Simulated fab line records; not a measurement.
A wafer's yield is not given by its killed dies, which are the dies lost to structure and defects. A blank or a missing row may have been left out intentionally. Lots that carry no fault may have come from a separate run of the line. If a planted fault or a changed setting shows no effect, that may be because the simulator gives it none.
Struck lot and sound lot, side by side || flow nand_harc || 37 out of 1302 route steps
Sound: the wafers L673.2, L673.3, L673.6. Struck: wafer L663.3 (left out: L663.5, L663.6 of the same lot, which were not struck); the cause appears at the end.
For every step that has rows: the tool of each side, followed by ch and its chambers, followed by its first start. Under that, the readings that differ: sound wafers || struck wafers || difference of the means || sigmas: that difference in standard deviations of wafers without a fault.
alike: readings whose means differ by less than 2 such deviations, and words and numbers that are the same on both sides. not compared: withheld readings, readings that some wafer has no value for, bounds like >300 that may hide the same value, and numbers for which the record gives no deviation and whose values overlap.
The two part at a step that has a row with sigmas, a row that says differs or no value, or rows on one side only. Numbers that have no deviation but don't overlap get no sigmas and don't part them. A reading missing from all wafers of one side parts the sides only when that side holds two or more wafers.

first, 10 steps without rows for these wafers: NHARC_A_CHANNEL_HOLE_D2_DEP_00 (deposits aC, target thk 3100 nm); NHARC_A_CHANNEL_HOLE_D2_DEP_01 (deposits SiON, target thk 140 nm); NHARC_A_CHANNEL_HOLE_D2_DEHYDRATE_02 (time 120 s); NHARC_A_CHANNEL_HOLE_D2_HMDS_03 (time 30 s); NHARC_A_CHANNEL_HOLE_D2_COAT_36 (time 75 s); NHARC_A_CHANNEL_HOLE_D2_COAT_37 (time 65 s); NHARC_A_CHANNEL_HOLE_D2_COAT_04 (resist thk 90 nm); NHARC_A_CHANNEL_HOLE_D2_SOFTBAKE_05 (time 55 s); NHARC_A_CHANNEL_HOLE_D2_EBR_06; NHARC_A_CHANNEL_HOLE_D2_EXPOSE_07 (exposes mask HOLE D2, target cd 100 nm).
NHARC_A_CHANNEL_HOLE_D2_PEB_08: peb time 65 s.
  sound on litho_track-01 ch 0, day 23 06:50; struck on litho_track-06 ch 0, day 19 00:44
{"reading": "heater_power_total_W (W)", "sound": "157.0 156.5 156.3", "struck": 169.3, "difference": "+12.7", "sigmas": "+31"}
  alike: resist_line_temp_C
then, 1 step without rows for these wafers: NHARC_A_CHANNEL_HOLE_D2_DEVELOP_09 (develop time 35 s).
NHARC_A_CHANNEL_HOLE_D2_CD_MEAS_10: target cd 100 nm.
  sound on cd_sem-02 ch 0, day 23 06:55; struck on cd_sem-03 ch 0, day 19 00:49
{"reading": "cd_nm (nm)", "sound": "99.3 100.5 100.0", "struck": 95.0, "difference": -4.9, "sigmas": -12}
NHARC_A_CHANNEL_HOLE_D2_DESCUM_15: chemistry O2, time 3 s.
  sound on rie_diel-03 ch 1,2, day 23 07:07; struck on rie_diel-04 ch 2, day 19 01:01
{"reading": "model.A_CHANNEL_HOLE_D2.cd_nm (nm)", "sound": "99.56 100.5 99.72", "struck": 95.06, "difference": -4.87, "sigmas": ""}
  alike: chamber_pressure_mTorr, drypump_motor_current_A, oes_product_au, rf_vpp_V, showerhead_plenum_p_Torr, throttle_valve_pct
  not compared: rf_hours_counter_h
then, 16 steps without rows for these wafers: NHARC_A_CHANNEL_HOLE_D2_ETCH_38 (etches the open film in CF4, target depth 39 nm, time 65 s); NHARC_A_CHANNEL_HOLE_D2_ETCH_39 (etches the open film in N2/H2, target depth 260 nm, time 325 s); NHARC_A_CHANNEL_HOLE_D2_ETCH_34 (etches the open film in CF4/CHF3, target depth 154 nm, time 77 s); NHARC_A_CHANNEL_HOLE_D2_ETCH_16 (etches the open film in O2/COS, target depth 3100 nm, time 806 s); NHARC_A_CHANNEL_HOLE_D2_ETCH_19 (etches the open film in C4F8/O2/Ar, time 34.5 s); NHARC_A_CHANNEL_HOLE_D2_ETCH_20 (etches the open film in C4F8/O2/Ar, time 361.9 s, target depth 1600 nm); NHARC_A_CHANNEL_HOLE_D2_ETCH_21 (etches the open film in C4F8/O2/Ar, time 514.3 s, target depth 1600 nm); NHARC_A_CHANNEL_HOLE_D2_ETCH_22 (etches the open film in C4F8/O2/Ar, time 666.7 s, target depth 1600 nm); NHARC_A_CHANNEL_HOLE_D2_ETCH_23 (etches the open film in C4F8/O2/Ar, time 819 s, target depth 1600 nm); NHARC_A_CHANNEL_HOLE_D2_ETCH_24 (etches the open film in C4F8/O2/Ar, time 906.2 s, target depth 1500 nm); NHARC_A_CHANNEL_HOLE_D2_ETCH_25 (etches the open film in C4F8/O2/Ar, time 1040.2 s, target depth 1500 nm); NHARC_A_CHANNEL_HOLE_D2_ETCH_26 (etches the open film in C4F8/O2/Ar, time 224.1 s, target depth 300 nm); NHARC_A_CHANNEL_HOLE_D2_ETCH_27 (etches the open film in C4F8/O2/Ar, time 90 s, target depth 400 nm); NHARC_A_CHANNEL_HOLE_D2_STRIP_41 (strips in N2/H2); NHARC_A_CHANNEL_HOLE_D2_STRIP_42 (strips in CF4/CHF3); NHARC_A_CHANNEL_HOLE_D2_STRIP_43 (strips in O2/COS).
NHARC_A_CHANNEL_HOLE_D2_ETCH_44: etches the open film in CF4/O2, target depth 140 nm, overetch 14 nm, time 77 s.
  sound on rie_diel-04 ch 1,2, day 23 13:30; struck on rie_diel-12 ch 1, day 19 09:01
{"reading": "showerhead_plenum_p_Torr (Torr)", "sound": "1.29 1.29 1.29", "struck": 1.36, "difference": "+0.07", "sigmas": "+2"}
{"reading": "model.A_CHANNEL_HOLE_D2.cd_nm (nm)", "sound": "90.1 91.01 90.24", "struck": 85.69, "difference": -4.76, "sigmas": ""}
  alike: chamber_pressure_mTorr, drypump_motor_current_A, oes_product_au, rf_vpp_V, throttle_valve_pct
  not compared: rf_hours_counter_h
then, 3 steps without rows for these wafers: NHARC_A_CHANNEL_HOLE_D2_STRIP_28 (strips in O2); NHARC_A_CHANNEL_HOLE_D2_PRECLEAN_29 (cleans in SC1); NHARC_A_CHANNEL_HOLE_D2_SRD_30.
NHARC_A_CHANNEL_HOLE_D2_CD_MEAS_31:
  struck on cd_sem-02, day 19 09:49; sound on cd_sem-02, day 23 14:18
{"reading": "cd_nm (nm)", "sound": "90.0 91.2 89.5", "struck": 85.6, "difference": -4.6, "sigmas": -5}
NHARC_A_CHANNEL_HOLE_D2_XSEM_32:
  sound on xsem-02 ch 0, day 23 14:23; struck on xsem-01 ch 0, day 19 09:55
{"reading": "bot_cd_nm (nm)", "sound": "76.2 76.7 76.0", "struck": 70.2, "difference": -6.1, "sigmas": -6}
  alike: bow_nm, tilt_deg
-- jump in the record: it breaks off in module A_CHANNEL_HOLE_D2 and resumes in module END (first step shown: number 1302 of the route), and 11 days separate the struck wafers' starts before and after --
NHARC_END_SORT_01:
  here the record holds rows for the struck wafers (prober-02 ch 0, day 30 03:38) but none for the sound ones

== WHERE THEY PART ==
First at NHARC_A_CHANNEL_HOLE_D2_PEB_08; last, within this record, at NHARC_END_SORT_01.

WHY: whatever the simulator had introduced
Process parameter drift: litho_track-06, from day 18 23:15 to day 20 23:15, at NHARC_A_CHANNEL_HOLE_D2_PEB_08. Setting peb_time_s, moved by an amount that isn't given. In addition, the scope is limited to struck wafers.
